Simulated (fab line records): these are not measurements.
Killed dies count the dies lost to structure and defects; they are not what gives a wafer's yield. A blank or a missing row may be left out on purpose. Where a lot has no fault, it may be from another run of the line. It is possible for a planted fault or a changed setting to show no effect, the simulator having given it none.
Split-lot experiment | flow n5_finfet | 39 wafers read from 7 lots, route of 1938 steps

== THE SPLIT ==
At N5_GATE_CUT_HM_DEP_46 (deposits SiO2 from TEOS/O2, target thk 130 nm, time 26.6 s), the setting time_s was moved away from the recipe's 26.6 s on 12 of the 39 wafers read, by +5.4% to +15.8%. For the rest of the wafers, this setting stayed at what the recipe calls for.

Reading taken at the split's own step.

== THE READING ==
SiO2_of_GATE_CUT_HM_DEP_46.thk_nm (the simulator's own value, which no gauge read), in nm, at N5_GATE_CUT_HM_DEP_46 (deposits SiO2 from TEOS/O2, target thk 130 nm, time 26.6 s). The file does not state a usual value for it. Here, 27 wafers ran the recipe; their average is 130.6 nm with a standard deviation of 1.8 nm.

wafer  | tool, chamber at the split | time_s as run, s | against the recipe | SiO2_of_GATE_CUT_HM_DEP_46.thk_nm, nm | against lot-mates on the recipe
L078.1 | pecvd-04, 0                | 26.6             | recipe             | 131                                   | -
L078.2 | pecvd-04, 1                | 26.6             | recipe             | 128.4                                 | -
L078.3 | pecvd-04, 0                | 26.6             | recipe             | 133.2                                 | -
L078.4 | pecvd-04, 1                | 26.6             | recipe             | 129.4                                 | -
L078.6 | pecvd-04, 1                | 26.6             | recipe             | 129.4                                 | -
L078.5 | pecvd-04, 0                | 26.6             | recipe             | 134                                   | -
L079.1 | pecvd-03, 0                | 26.6             | recipe             | 130.2                                 | -
L079.2 | pecvd-03, 1                | 26.6             | recipe             | 127.2                                 | -
L079.3 | pecvd-03, 1                | 26.6             | recipe             | 129.6                                 | -
L079.4 | pecvd-03, 0                | 30.55            | +14.8%             | 151.8                                 | +22.8
L079.5 | pecvd-03, 1                | 30.55            | +14.8%             | 149.6                                 | +20.6
L079.6 | pecvd-03, 0                | 30.55            | +14.8%             | 151                                   | +22.0
L081.1 | pecvd-04, 1                | 26.6             | recipe             | 129.4                                 | -
L081.2 | pecvd-04, 0                | 26.6             | recipe             | 131.4                                 | -
L081.3 | pecvd-04, 2                | 26.6             | recipe             | 132                                   | -
L081.4 | pecvd-04, 2                | 28.03            | +5.4%              | 141                                   | +10.1
L081.5 | pecvd-04, 0                | 28.03            | +5.4%              | 139                                   | +8.1
L081.6 | pecvd-04, 1                | 28.03            | +5.4%              | 138.2                                 | +7.3
L084.1 | pecvd-03, 1                | 30.79            | +15.8%             | 146.8                                 | +15.7
L084.2 | pecvd-03, 0                | 30.79            | +15.8%             | 150.4                                 | +19.3
L084.3 | pecvd-03, 2                | 30.79            | +15.8%             | 148.8                                 | +17.7
L084.4 | pecvd-03, 1                | 26.6             | recipe             | 129.6                                 | -
L084.5 | pecvd-03, 0                | 26.6             | recipe             | 133.4                                 | -
L084.6 | pecvd-03, 2                | 26.6             | recipe             | 130.4                                 | -
L085.2 | pecvd-04, 2                | 26.6             | recipe             | 130.6                                 | -
L085.5 | pecvd-04, 2                | 26.6             | recipe             | 132.6                                 | -
L085.6 | pecvd-04, 0                | 26.6             | recipe             | 133                                   | -
L087.1 | pecvd-04, 2                | 26.6             | recipe             | 129.4                                 | -
L087.2 | pecvd-04, 0                | 26.6             | recipe             | 130                                   | -
L087.3 | pecvd-04, 1                | 26.6             | recipe             | 127                                   | -
L087.4 | pecvd-04, 0                | 26.6             | recipe             | 130.8                                 | -
L087.5 | pecvd-04, 1                | 26.6             | recipe             | 128.4                                 | -
L087.6 | pecvd-04, 2                | 26.6             | recipe             | 131.8                                 | -
L097.1 | pecvd-03, 0                | 26.6             | recipe             | 131.8                                 | -
L097.2 | pecvd-03, 2                | 28.83            | +8.4%              | 141.4                                 | +9.8
L097.3 | pecvd-03, 0                | 28.83            | +8.4%              | 145                                   | +13.4
L097.4 | pecvd-03, 2                | 26.6             | recipe             | 132.4                                 | -
L097.5 | pecvd-03, 2                | 26.6             | recipe             | 130.6                                 | -
L097.6 | pecvd-03, 0                | 28.83            | +8.4%              | 143                                   | +11.4

FIT RESULTS
A straight line over all 39 wafers: SiO2_of_GATE_CUT_HM_DEP_46.thk_nm changes by +1.28 nm for each +1% of time_s; r = +0.97; the points scatter about the line by 2 nm.
The same after taking each lot's own level away (the mean of its wafers on the recipe; 39 wafers): +1.3 nm for each +1%; r = +0.97; scatter 1.9 nm.
According to that fit, moving time_s by its largest amount changes the reading by 20 nm.
Across the lots, their own levels run from 129.00 to 132.07 nm, a range of 1.7 times the standard deviation given above.
The two slopes are in agreement: the lot-to-lot level therefore moves the slope only a little.
Check: +21.4 nm against its lot-mates is what the line predicts for one of the wafers moved furthest among these (+15.8%) when that wafer is left out of the fit. Against them it came out at +15.7 nm.

== OTHER SPLITS ON THESE WAFERS ==
Other splits were also applied to these wafers ahead of the reading. Each is held against what the fit with the lots' levels taken away leaves over:
other split on the same wafers             | wafers away from the commonest value | r with SiO2_of_GATE_CUT_HM_DEP_46.thk_nm (lot level and that fit taken away)
N5_WELL_APT_IMPLANT_14 energy_kev          | 15                                   | -0.10
N5_FIN_SAQP_MANDREL_ETCH_22 target_depth_a | 15                                   | -0.24
N5_DUMMY_GATE_ETCH_37 source_w             | 9                                    | -0.12
N5_DUMMY_GATE_ETCH_31 target_depth_a       | 12                                   | +0.21
N5_SD_EPI_N_EPI_21 dopant_conc_cm3         | 12                                   | -0.21

== THE FILE'S OWN FIT ==
SiO2_of_GATE_CUT_HM_DEP_46.thk_nm changes by +1.31 nm for each +1% of time_s, r = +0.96.
